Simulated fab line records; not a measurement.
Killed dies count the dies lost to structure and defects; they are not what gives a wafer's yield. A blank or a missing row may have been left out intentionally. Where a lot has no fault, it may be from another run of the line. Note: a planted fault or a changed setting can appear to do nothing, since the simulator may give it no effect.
Split-lot experiment ; flow n5_finfet ; 7 lots, 39 wafers read, on a route of 1938 steps

## SPLIT DETAILS
At N5_FIN_SAQP_FIN_ETCH_36 (etches the open film in HBr/Cl2/O2, target depth 120 nm, time 50.4 s), the setting icp_w was moved away from the recipe's 800 W on 15 of the 39 wafers read, by +9.2% to +18.9%. This setting was run at the recipe's value on the other wafers.

## FROM THE SPLIT TO THE READING: what the file shows between them, 3 steps
- N5_FIN_SAQP_PRECLEAN_38: cleans in O3/DIW, time 45 s
- N5_FIN_SAQP_PRECLEAN_45: cleans in dHF, time 10 s
- N5_FIN_SAQP_SRD_39: time 30 s

## THE READING
trench_depth_nm, in nm, at N5_FIN_SAQP_OCD_MEAS_76. On this fab line, fault-free wafers typically give 119.4 nm with a standard deviation of 2.3 nm.

wafer;tool, chamber at the split;icp_w as run, W;against the recipe;trench_depth_nm, nm;against lot-mates on the recipe
L075.1;rie_si-01, 3;800;recipe;124.2;-
L075.2;rie_si-01, 2;800;recipe;122.3;-
L075.3;rie_si-01, 1;800;recipe;117.7;-
L075.4;rie_si-01, 0;951;+18.9%;133.1;+11.7
L075.5;rie_si-01, 3;951;+18.9%;136.4;+15.0
L075.6;rie_si-01, 0;951;+18.9%;132.5;+11.1
L077.1;rie_si-01, 2;902.6;+12.8%;126.9;+6.9
L077.2;rie_si-01, 0;800;recipe;121.9;-
L077.3;rie_si-01, 3;902.6;+12.8%;131.6;+11.6
L077.4;rie_si-01, 1;902.6;+12.8%;124.4;+4.4
L077.5;rie_si-01, 1;800;recipe;117.1;-
L077.6;rie_si-01, 0;800;recipe;121.1;-
L081.1;rie_si-01, 2;873.2;+9.2%;126.6;+5.1
L081.2;rie_si-01, 1;873.2;+9.2%;121.9;+0.4
L081.3;rie_si-01, 0;800;recipe;121.1;-
L081.4;rie_si-01, 3;873.2;+9.2%;130.8;+9.3
L081.5;rie_si-01, 0;800;recipe;119.9;-
L081.6;rie_si-01, 3;800;recipe;123.5;-
L082.1;rie_si-03, 0;950.1;+18.8%;131.1;+10.5
L082.2;rie_si-03, 2;800;recipe;124.4;-
L082.3;rie_si-03, 1;950.1;+18.8%;129.5;+8.9
L082.4;rie_si-03, 3;800;recipe;118.7;-
L082.5;rie_si-03, 2;950.1;+18.8%;134.5;+13.9
L082.6;rie_si-03, 3;800;recipe;118.7;-
L090.1;rie_si-06, 0;800;recipe;118.5;-
L090.2;rie_si-06, 2;800;recipe;116.0;-
L090.6;rie_si-06, 0;800;recipe;120.4;-
L094.1;rie_si-06, 3;800;recipe;117.6;-
L094.2;rie_si-06, 0;800;recipe;118.7;-
L094.3;rie_si-06, 1;800;recipe;116.9;-
L094.4;rie_si-06, 2;800;recipe;117.0;-
L094.5;rie_si-06, 1;800;recipe;117.0;-
L094.6;rie_si-06, 2;800;recipe;117.9;-
L095.1;rie_si-01, 3;885.3;+10.7%;128.6;+10.6
L095.2;rie_si-01, 1;800;recipe;116.0;-
L095.3;rie_si-01, 0;800;recipe;120.1;-
L095.4;rie_si-01, 0;885.3;+10.7%;125.5;+7.5
L095.5;rie_si-01, 1;800;recipe;117.9;-
L095.6;rie_si-01, 3;885.3;+10.7%;129.0;+11.0

FIT RESULTS
A straight line over all 39 wafers: trench_depth_nm changes by +0.715 nm for each +1% of icp_w; r = +0.90; the points scatter about the line by 2.6 nm.
The same after taking each lot's own level away (the mean of its wafers on the recipe; 39 wafers): +0.643 nm for each +1%; r = +0.90; scatter 2.4 nm.
That fit puts the effect of the largest move of icp_w on the reading at 12 nm.
From 117.52 to 121.50 nm: that is the span of the lots' own levels, equal to 1.7 times the standard deviation above.
Hence the slope depends on the lot-to-lot level, as the two fits are not the same.
Check: with one of the wafers moved furthest among these (+18.9%) left out of the fit, the line predicts +12.3 nm for it against its lot-mates. It came out at +11.7 nm against them.
Tool readings at the split's step, against how far the setting was moved: oes_product_au r = +0.87.

## OTHER SPLITS APPLIED TO THESE WAFERS
Other splits were also applied to these wafers ahead of the reading. Each is held against what the fit with the lots' levels taken away leaves over:
other split on the same wafers;wafers away from the commonest value;r with trench_depth_nm (lot level and that fit taken away)
N5_PMOS_HMC_CHANNEL_EPI_EPI_20 temp_c;15;+0.09

## THE WHOLE CHAIN: every reading that the file lists as answering this split, in the file's order
step;what it does;reading;change (the file's fit);r (the file's)
N5_FIN_SAQP_FIN_ETCH_36;etches the open film in HBr/Cl2/O2, target depth 120 nm, time 50.4 s;oes_product_au;+0.00377 a.u. for each +1% of the setting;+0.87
N5_FIN_SAQP_FIN_ETCH_36;etches the open film in HBr/Cl2/O2, target depth 120 nm, time 50.4 s;FIN_SAQP.feature_depth_nm (the simulator's own value, which no gauge read);+0.649 nm for each +1% of the setting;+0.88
N5_FIN_SAQP_FIN_ETCH_36;etches the open film in HBr/Cl2/O2, target depth 120 nm, time 50.4 s;etch.depth_nm (the simulator's own value, which no gauge read);+0.649 nm for each +1% of the setting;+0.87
N5_FIN_SAQP_OCD_MEAS_76;;trench_depth_nm;+0.647 nm for each +1% of the setting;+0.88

## THE FILE'S OWN FIT
trench_depth_nm changes by +0.647 nm for each +1% of icp_w, r = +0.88.
